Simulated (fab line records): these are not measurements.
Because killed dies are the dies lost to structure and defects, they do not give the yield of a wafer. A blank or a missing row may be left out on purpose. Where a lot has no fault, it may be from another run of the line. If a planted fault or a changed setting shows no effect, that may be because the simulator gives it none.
Which tool did it? || flow nand-harc || 36 wafers from 12 lots sampled at 5 of the route's 1302 steps

== WHAT THE GAUGES READ, wafer by wafer ==
NHARC_A_SLIT_CD_MEAS_09 targets a cd of 300 nm. Usual: cd-nm at 299.7 nm, with a standard deviation of 0.5.
{"lot": "L639", "measured": "day 20 05:56", "on": "cd-sem-01", "cd-nm (nm)": "300.0 299.4 299.4", "flag": ""}
{"lot": "L642", "measured": "day 21 02:36", "on": "cd-sem-02", "cd-nm (nm)": "299.4 299.5 300.0", "flag": ""}
{"lot": "L647", "measured": "day 23 11:47", "on": "cd-sem-03", "cd-nm (nm)": "299.5 299.8 299.5", "flag": ""}
{"lot": "L648", "measured": "day 23 12:14", "on": "cd-sem-02", "cd-nm (nm)": "300.5 299.4 298.7", "flag": ""}
{"lot": "L650", "measured": "day 24 09:37", "on": "cd-sem-02", "cd-nm (nm)": "300.1 300.1 299.9", "flag": ""}
{"lot": "L651", "measured": "day 24 18:16", "on": "cd-sem-03", "cd-nm (nm)": "299.9 300.6 300.1", "flag": ""}
{"lot": "L652", "measured": "day 24 18:55", "on": "cd-sem-02", "cd-nm (nm)": "299.6 299.1 299.1", "flag": ""}
{"lot": "L653", "measured": "day 25 09:40", "on": "cd-sem-01", "cd-nm (nm)": "299.0 299.2 298.7", "flag": ""}
{"lot": "L655", "measured": "day 26 22:05", "on": "cd-sem-01", "cd-nm (nm)": "299.6 300.1 299.8", "flag": ""}
{"lot": "L658", "measured": "day 27 15:29", "on": "cd-sem-01", "cd-nm (nm)": "299.7 299.7 300.2", "flag": ""}
{"lot": "L660", "measured": "day 28 12:20", "on": "cd-sem-03", "cd-nm (nm)": "299.9 299.4 299.5", "flag": ""}
{"lot": "L661", "measured": "day 28 18:23", "on": "cd-sem-01", "cd-nm (nm)": "299.8 299.3 299.6", "flag": ""}

NHARC_END_SORT_01. Usual: defect-limited-yield 91 %, standard deviation 3.4; killed-at-array 55, standard deviation 23; killed-at-other 1.0, standard deviation 1.2; killed-at-periphery 3.2, standard deviation 2.7; killed-dies 59, standard deviation 23; killed-open 3.1, standard deviation 1.6; killed-short 2.2, standard deviation 1.5.
{"lot": "L647", "measured": "day 28 02:21", "on": "prober-01", "defect-limited-yield (%)": "94 95 96", "killed-at-array": "34 30 22", "killed-at-other": "1 0 1", "killed-at-periphery": "6 1 1", "killed-dies": "41 31 24", "killed-open": "4 2 2", "killed-short": "0 0 2", "flag": ""}
{"lot": "L651", "measured": "day 29 03:43", "on": "prober-01", "defect-limited-yield (%)": "90 89 89", "killed-at-array": "69 72 71", "killed-at-other": "1 1 2", "killed-at-periphery": "1 2 2", "killed-dies": "71 75 75", "killed-open": "3 3 4", "killed-short": "0 3 3", "flag": ""}

== TOOL THAT RAN EACH LOT (tool first, then ch and the chambers of the sampled wafers, then the start) ==
{"lot": "L639", "NHARC_A_SLIT_ETCH_17": "har-etch-01 ch 0,1, day 20 09:28", "NHARC_A_SLIT_ETCH_26": "har-etch-01 ch 0,1, day 20 13:03", "NHARC_A_WL_FILL_ETCHBACK_04": "rie-metal-03 ch 0,1, day 20 22:28"}
{"lot": "L642", "NHARC_A_SLIT_ETCH_17": "har-etch-02 ch 0,1, day 21 08:16", "NHARC_A_SLIT_ETCH_26": "har-etch-02 ch 0,1, day 21 10:43", "NHARC_A_WL_FILL_ETCHBACK_04": "rie-metal-03 ch 0,1, day 21 20:08"}
{"lot": "L647", "NHARC_A_SLIT_ETCH_17": "har-etch-02 ch 1, day 23 13:13", "NHARC_A_SLIT_ETCH_26": "har-etch-02 ch 1, day 23 16:49", "NHARC_A_WL_FILL_ETCHBACK_04": "rie-metal-01 ch 0,1, day 24 02:11"}
{"lot": "L648", "NHARC_A_SLIT_ETCH_17": "har-etch-02 ch 0,1, day 23 17:37", "NHARC_A_SLIT_ETCH_26": "har-etch-02 ch 0,1, day 23 20:43", "NHARC_A_WL_FILL_ETCHBACK_04": "rie-metal-02 ch 0,1, day 24 06:11"}
{"lot": "L650", "NHARC_A_SLIT_ETCH_17": "har-etch-01 ch 0,1, day 24 12:16", "NHARC_A_SLIT_ETCH_26": "har-etch-01 ch 0,1, day 24 14:46", "NHARC_A_WL_FILL_ETCHBACK_04": "rie-metal-03 ch 0,1, day 25 00:10"}
{"lot": "L651", "NHARC_A_SLIT_ETCH_17": "har-etch-02 ch 0,1, day 24 21:31", "NHARC_A_SLIT_ETCH_26": "har-etch-02 ch 0,1, day 24 23:26", "NHARC_A_WL_FILL_ETCHBACK_04": "rie-metal-02 ch 0,1, day 25 08:50"}
{"lot": "L652", "NHARC_A_SLIT_ETCH_17": "har-etch-01 ch 0,1, day 24 20:22", "NHARC_A_SLIT_ETCH_26": "har-etch-01 ch 0,1, day 24 23:58", "NHARC_A_WL_FILL_ETCHBACK_04": "rie-metal-03 ch 0,1, day 25 08:43"}
{"lot": "L653", "NHARC_A_SLIT_ETCH_17": "har-etch-02 ch 0,1, day 25 13:16", "NHARC_A_SLIT_ETCH_26": "har-etch-02 ch 0,1, day 25 16:17", "NHARC_A_WL_FILL_ETCHBACK_04": "rie-metal-02 ch 0, day 26 01:40"}
{"lot": "L655", "NHARC_A_SLIT_ETCH_17": "har-etch-01 ch 0,1, day 26 23:32", "NHARC_A_SLIT_ETCH_26": "har-etch-01 ch 0,1, day 27 03:08", "NHARC_A_WL_FILL_ETCHBACK_04": "rie-metal-03 ch 0,1, day 27 12:32"}
{"lot": "L658", "NHARC_A_SLIT_ETCH_17": "har-etch-02 ch 0,1, day 27 17:31", "NHARC_A_SLIT_ETCH_26": "har-etch-02 ch 0,1, day 27 20:32", "NHARC_A_WL_FILL_ETCHBACK_04": "rie-metal-02 ch 0, day 28 06:17"}
{"lot": "L660", "NHARC_A_SLIT_ETCH_17": "har-etch-01 ch 0,1, day 28 15:10", "NHARC_A_SLIT_ETCH_26": "har-etch-01 ch 0,1, day 28 18:14", "NHARC_A_WL_FILL_ETCHBACK_04": "rie-metal-02 ch 0,1, day 29 03:34"}
{"lot": "L661", "NHARC_A_SLIT_ETCH_17": "har-etch-01 ch 0,1, day 28 21:38", "NHARC_A_SLIT_ETCH_26": "har-etch-01 ch 0,1, day 28 23:34", "NHARC_A_WL_FILL_ETCHBACK_04": "rie-metal-01 ch 0,1, day 29 07:55"}
- NHARC_A_SLIT_ETCH_17: etches the open film in C4F8/O2/Ar, time 4254.5 s, target depth 20300 nm.
- NHARC_A_SLIT_ETCH_26: etches the open film in C4F8/O2/Ar, time 90 s, target depth 400 nm.
- NHARC_A_WL_FILL_ETCHBACK_04: etches the open film in NF3, target depth 60 nm, time 120 s.

== AS READ BY THE TOOLS THEMSELVES (means over the sampled wafers that have a number; for cases with no such wafer, the mark the record gives instead) ==
NHARC_A_SLIT_ETCH_17. Usual: c4f8-flow-sccm 83.30 sccm, standard deviation 0.28; chamber-pressure-mTorr 20.000 mTorr, standard deviation 0.02; drypump-motor-current-A 5.8 A, standard deviation 0.59; o2-flow-sccm 41.71 sccm, standard deviation 0.13; showerhead-plenum-p-Torr 3.68 Torr, standard deviation 0.14; throttle-valve-pct 32.046 %, standard deviation 0.0085.
{"lot": "L639", "tool": "har-etch-01", "c4f8-flow-sccm (sccm)": 83.24, "chamber-pressure-mTorr (mTorr)": 19.984, "drypump-motor-current-A (A)": 6.0, "o2-flow-sccm (sccm)": 41.77, "showerhead-plenum-p-Torr (Torr)": 3.58, "throttle-valve-pct (%)": 32.050, "flag": ""}
{"lot": "L642", "tool": "har-etch-02", "c4f8-flow-sccm (sccm)": 83.10, "chamber-pressure-mTorr (mTorr)": 20.002, "drypump-motor-current-A (A)": 5.3, "o2-flow-sccm (sccm)": 41.67, "showerhead-plenum-p-Torr (Torr)": 3.84, "throttle-valve-pct (%)": 32.042, "flag": ""}
{"lot": "L647", "tool": "har-etch-02", "c4f8-flow-sccm (sccm)": 82.91, "chamber-pressure-mTorr (mTorr)": 19.990, "drypump-motor-current-A (A)": 5.2, "o2-flow-sccm (sccm)": 41.72, "showerhead-plenum-p-Torr (Torr)": 3.89, "throttle-valve-pct (%)": 32.043, "flag": ""}
{"lot": "L648", "tool": "har-etch-02", "c4f8-flow-sccm (sccm)": 83.67, "chamber-pressure-mTorr (mTorr)": 19.996, "drypump-motor-current-A (A)": 5.4, "o2-flow-sccm (sccm)": 41.73, "showerhead-plenum-p-Torr (Torr)": 3.82, "throttle-valve-pct (%)": 32.048, "flag": ""}
{"lot": "L650", "tool": "har-etch-01", "c4f8-flow-sccm (sccm)": 83.66, "chamber-pressure-mTorr (mTorr)": 20.003, "drypump-motor-current-A (A)": 6.0, "o2-flow-sccm (sccm)": 41.81, "showerhead-plenum-p-Torr (Torr)": 3.55, "throttle-valve-pct (%)": 32.049, "flag": ""}
{"lot": "L651", "tool": "har-etch-02", "c4f8-flow-sccm (sccm)": 83.35, "chamber-pressure-mTorr (mTorr)": 19.991, "drypump-motor-current-A (A)": 5.4, "o2-flow-sccm (sccm)": 41.70, "showerhead-plenum-p-Torr (Torr)": 3.81, "throttle-valve-pct (%)": 32.053, "flag": ""}
{"lot": "L652", "tool": "har-etch-01", "c4f8-flow-sccm (sccm)": 83.54, "chamber-pressure-mTorr (mTorr)": 20.009, "drypump-motor-current-A (A)": 6.4, "o2-flow-sccm (sccm)": 41.62, "showerhead-plenum-p-Torr (Torr)": 3.58, "throttle-valve-pct (%)": 32.048, "flag": ""}
{"lot": "L653", "tool": "har-etch-02", "c4f8-flow-sccm (sccm)": 83.33, "chamber-pressure-mTorr (mTorr)": 19.997, "drypump-motor-current-A (A)": 5.3, "o2-flow-sccm (sccm)": 41.67, "showerhead-plenum-p-Torr (Torr)": 3.80, "throttle-valve-pct (%)": 32.050, "flag": ""}
{"lot": "L655", "tool": "har-etch-01", "c4f8-flow-sccm (sccm)": 83.37, "chamber-pressure-mTorr (mTorr)": 20.000, "drypump-motor-current-A (A)": 6.4, "o2-flow-sccm (sccm)": 41.72, "showerhead-plenum-p-Torr (Torr)": 3.57, "throttle-valve-pct (%)": 32.047, "flag": ""}
{"lot": "L658", "tool": "har-etch-02", "c4f8-flow-sccm (sccm)": 83.15, "chamber-pressure-mTorr (mTorr)": 20.018, "drypump-motor-current-A (A)": 5.6, "o2-flow-sccm (sccm)": 41.69, "showerhead-plenum-p-Torr (Torr)": 3.71, "throttle-valve-pct (%)": 32.042, "flag": ""}
{"lot": "L660", "tool": "har-etch-01", "c4f8-flow-sccm (sccm)": 83.31, "chamber-pressure-mTorr (mTorr)": 19.997, "drypump-motor-current-A (A)": 6.0, "o2-flow-sccm (sccm)": 41.77, "showerhead-plenum-p-Torr (Torr)": 3.51, "throttle-valve-pct (%)": 32.037, "flag": ""}
{"lot": "L661", "tool": "har-etch-01", "c4f8-flow-sccm (sccm)": 83.41, "chamber-pressure-mTorr (mTorr)": 19.987, "drypump-motor-current-A (A)": 6.4, "o2-flow-sccm (sccm)": 41.78, "showerhead-plenum-p-Torr (Torr)": 3.55, "throttle-valve-pct (%)": 32.040, "flag": ""}

NHARC_A_SLIT_ETCH_26. Usual: c4f8-flow-sccm 41.71 sccm, standard deviation 0.14; chamber-pressure-mTorr 24.999 mTorr, standard deviation 0.024; drypump-motor-current-A 5.8 A, standard deviation 0.59; o2-flow-sccm 83.34 sccm, standard deviation 0.27; rf-fwd-power-W 1983 W, standard deviation 5.6; showerhead-plenum-p-Torr 3.71 Torr, standard deviation 0.15; throttle-valve-pct 27.618 %, standard deviation 0.0092.
{"lot": "L639", "tool": "har-etch-01", "c4f8-flow-sccm (sccm)": 41.74, "chamber-pressure-mTorr (mTorr)": 25.029, "drypump-motor-current-A (A)": 6.0, "o2-flow-sccm (sccm)": 83.54, "rf-fwd-power-W (W)": 1980, "showerhead-plenum-p-Torr (Torr)": 3.61, "throttle-valve-pct (%)": 27.619, "flag": ""}
{"lot": "L642", "tool": "har-etch-02", "c4f8-flow-sccm (sccm)": 41.78, "chamber-pressure-mTorr (mTorr)": 25.010, "drypump-motor-current-A (A)": 5.4, "o2-flow-sccm (sccm)": 83.26, "rf-fwd-power-W (W)": 1980, "showerhead-plenum-p-Torr (Torr)": 3.87, "throttle-valve-pct (%)": 27.626, "flag": ""}
{"lot": "L647", "tool": "har-etch-02", "c4f8-flow-sccm (sccm)": 41.97, "chamber-pressure-mTorr (mTorr)": 24.997, "drypump-motor-current-A (A)": 5.1, "o2-flow-sccm (sccm)": 82.72, "rf-fwd-power-W (W)": 1976, "showerhead-plenum-p-Torr (Torr)": 3.93, "throttle-valve-pct (%)": 27.621, "flag": ""}
{"lot": "L648", "tool": "har-etch-02", "c4f8-flow-sccm (sccm)": 41.64, "chamber-pressure-mTorr (mTorr)": 24.985, "drypump-motor-current-A (A)": 5.4, "o2-flow-sccm (sccm)": 83.09, "rf-fwd-power-W (W)": 1984, "showerhead-plenum-p-Torr (Torr)": 3.85, "throttle-valve-pct (%)": 27.619, "flag": ""}
{"lot": "L650", "tool": "har-etch-01", "c4f8-flow-sccm (sccm)": 41.98, "chamber-pressure-mTorr (mTorr)": 24.982, "drypump-motor-current-A (A)": 6.0, "o2-flow-sccm (sccm)": 83.15, "rf-fwd-power-W (W)": 1981, "showerhead-plenum-p-Torr (Torr)": 3.58, "throttle-valve-pct (%)": 27.618, "flag": ""}
{"lot": "L651", "tool": "har-etch-02", "c4f8-flow-sccm (sccm)": 41.75, "chamber-pressure-mTorr (mTorr)": 24.992, "drypump-motor-current-A (A)": 5.4, "o2-flow-sccm (sccm)": 83.61, "rf-fwd-power-W (W)": 1979, "showerhead-plenum-p-Torr (Torr)": 3.84, "throttle-valve-pct (%)": 27.601, "flag": ""}
{"lot": "L652", "tool": "har-etch-01", "c4f8-flow-sccm (sccm)": 41.68, "chamber-pressure-mTorr (mTorr)": 25.002, "drypump-motor-current-A (A)": 6.4, "o2-flow-sccm (sccm)": 83.47, "rf-fwd-power-W (W)": 1986, "showerhead-plenum-p-Torr (Torr)": 3.60, "throttle-valve-pct (%)": 27.620, "flag": ""}
{"lot": "L653", "tool": "har-etch-02", "c4f8-flow-sccm (sccm)": 41.82, "chamber-pressure-mTorr (mTorr)": 24.983, "drypump-motor-current-A (A)": 5.3, "o2-flow-sccm (sccm)": 83.53, "rf-fwd-power-W (W)": 1981, "showerhead-plenum-p-Torr (Torr)": 3.83, "throttle-valve-pct (%)": 27.624, "flag": ""}
{"lot": "L655", "tool": "har-etch-01", "c4f8-flow-sccm (sccm)": 41.47, "chamber-pressure-mTorr (mTorr)": 24.984, "drypump-motor-current-A (A)": 6.4, "o2-flow-sccm (sccm)": 83.23, "rf-fwd-power-W (W)": 1985, "showerhead-plenum-p-Torr (Torr)": 3.60, "throttle-valve-pct (%)": 27.618, "flag": ""}
{"lot": "L658", "tool": "har-etch-02", "c4f8-flow-sccm (sccm)": 41.60, "chamber-pressure-mTorr (mTorr)": 25.009, "drypump-motor-current-A (A)": 5.6, "o2-flow-sccm (sccm)": 83.48, "rf-fwd-power-W (W)": 1978, "showerhead-plenum-p-Torr (Torr)": 3.75, "throttle-valve-pct (%)": 27.623, "flag": ""}
{"lot": "L660", "tool": "har-etch-01", "c4f8-flow-sccm (sccm)": 41.80, "chamber-pressure-mTorr (mTorr)": 25.005, "drypump-motor-current-A (A)": 6.0, "o2-flow-sccm (sccm)": 83.66, "rf-fwd-power-W (W)": 1992, "showerhead-plenum-p-Torr (Torr)": 3.54, "throttle-valve-pct (%)": 27.630, "flag": ""}
{"lot": "L661", "tool": "har-etch-01", "c4f8-flow-sccm (sccm)": 41.56, "chamber-pressure-mTorr (mTorr)": 25.002, "drypump-motor-current-A (A)": 6.4, "o2-flow-sccm (sccm)": 83.63, "rf-fwd-power-W (W)": 1984, "showerhead-plenum-p-Torr (Torr)": 3.58, "throttle-valve-pct (%)": 27.617, "flag": ""}

NHARC_A_WL_FILL_ETCHBACK_04. Usual: chamber-pressure-mTorr 299.99 mTorr, standard deviation 0.26; drypump-motor-current-A 5.48 A, standard deviation 0.28; oes-product-au 1.005 a.u., standard deviation 0.012.
{"lot": "L639", "tool": "rie-metal-03", "chamber-pressure-mTorr (mTorr)": 299.77, "drypump-motor-current-A (A)": 5.49, "oes-product-au (a.u.)": 1.000, "flag": ""}
{"lot": "L642", "tool": "rie-metal-03", "chamber-pressure-mTorr (mTorr)": 300.03, "drypump-motor-current-A (A)": 5.67, "oes-product-au (a.u.)": 1.001, "flag": ""}
{"lot": "L647", "tool": "rie-metal-01", "chamber-pressure-mTorr (mTorr)": 299.89, "drypump-motor-current-A (A)": 5.23, "oes-product-au (a.u.)": 0.998, "flag": ""}
{"lot": "L648", "tool": "rie-metal-02", "chamber-pressure-mTorr (mTorr)": 299.92, "drypump-motor-current-A (A)": 5.46, "oes-product-au (a.u.)": 1.010, "flag": ""}
{"lot": "L650", "tool": "rie-metal-03", "chamber-pressure-mTorr (mTorr)": 300.09, "drypump-motor-current-A (A)": 5.67, "oes-product-au (a.u.)": 0.992, "flag": ""}
{"lot": "L651", "tool": "rie-metal-02", "chamber-pressure-mTorr (mTorr)": 300.13, "drypump-motor-current-A (A)": 5.60, "oes-product-au (a.u.)": 1.011, "flag": ""}
{"lot": "L652", "tool": "rie-metal-03", "chamber-pressure-mTorr (mTorr)": 300.19, "drypump-motor-current-A (A)": 5.67, "oes-product-au (a.u.)": 0.701, "flag": "OFF"}
{"lot": "L653", "tool": "rie-metal-02", "chamber-pressure-mTorr (mTorr)": 300.20, "drypump-motor-current-A (A)": 5.80, "oes-product-au (a.u.)": 1.005, "flag": ""}
{"lot": "L655", "tool": "rie-metal-03", "chamber-pressure-mTorr (mTorr)": 299.99, "drypump-motor-current-A (A)": 5.67, "oes-product-au (a.u.)": 0.703, "flag": "OFF"}
{"lot": "L658", "tool": "rie-metal-02", "chamber-pressure-mTorr (mTorr)": 299.86, "drypump-motor-current-A (A)": 5.81, "oes-product-au (a.u.)": 1.021, "flag": ""}
{"lot": "L660", "tool": "rie-metal-02", "chamber-pressure-mTorr (mTorr)": 299.53, "drypump-motor-current-A (A)": 5.44, "oes-product-au (a.u.)": 1.016, "flag": ""}
{"lot": "L661", "tool": "rie-metal-01", "chamber-pressure-mTorr (mTorr)": 299.94, "drypump-motor-current-A (A)": 5.15, "oes-product-au (a.u.)": 0.987, "flag": ""}

== THE ANSWER, worked out from the rows above alone ==
Rule: a lot is off if the mean of its wafers that have a number lies more than 3 standard deviations from the usual mean. Also off: a lot with no number at a reading for which 4 or more lots have one. The other lots that the step has rows for count as sound. First the gauges in route order, then the tools' own readings, where a lot's mean is used as printed above. The first step at which some lot is off is used, and at that step the reading that is off furthest; a lot without a number counts as furthest.
Off: L652, L655, at NHARC_A_WL_FILL_ETCHBACK_04 (oes-product-au).
A tool fits if, at that step or a process step before it, it ran every lot that is off, and no sound lot after the first of them. One fits: NHARC_A_WL_FILL_ETCHBACK_04 on rie-metal-03. Its last sound lot is L650 (day 25 00:10), its first lot that is off L652 (day 25 08:43): a fault that began between those two fits.
On the lots that are off, the tool's own readings at NHARC_A_WL_FILL_ETCHBACK_04 differ by more than 5 times the standard deviation of the sound lots' means, which bears it out; oes-product-au reads 0.702 a.u. there versus 1.004 a.u. on the sound lots.

== WHAT HAD BEEN PUT IN BY THE SIMULATOR ==
Drift in process parameters on rie-metal-03 at NHARC_A_WL_FILL_ETCHBACK_04, starting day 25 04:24. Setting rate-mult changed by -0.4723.
Lots struck among those shown: L652, L655. The rule given above showed the same thing.
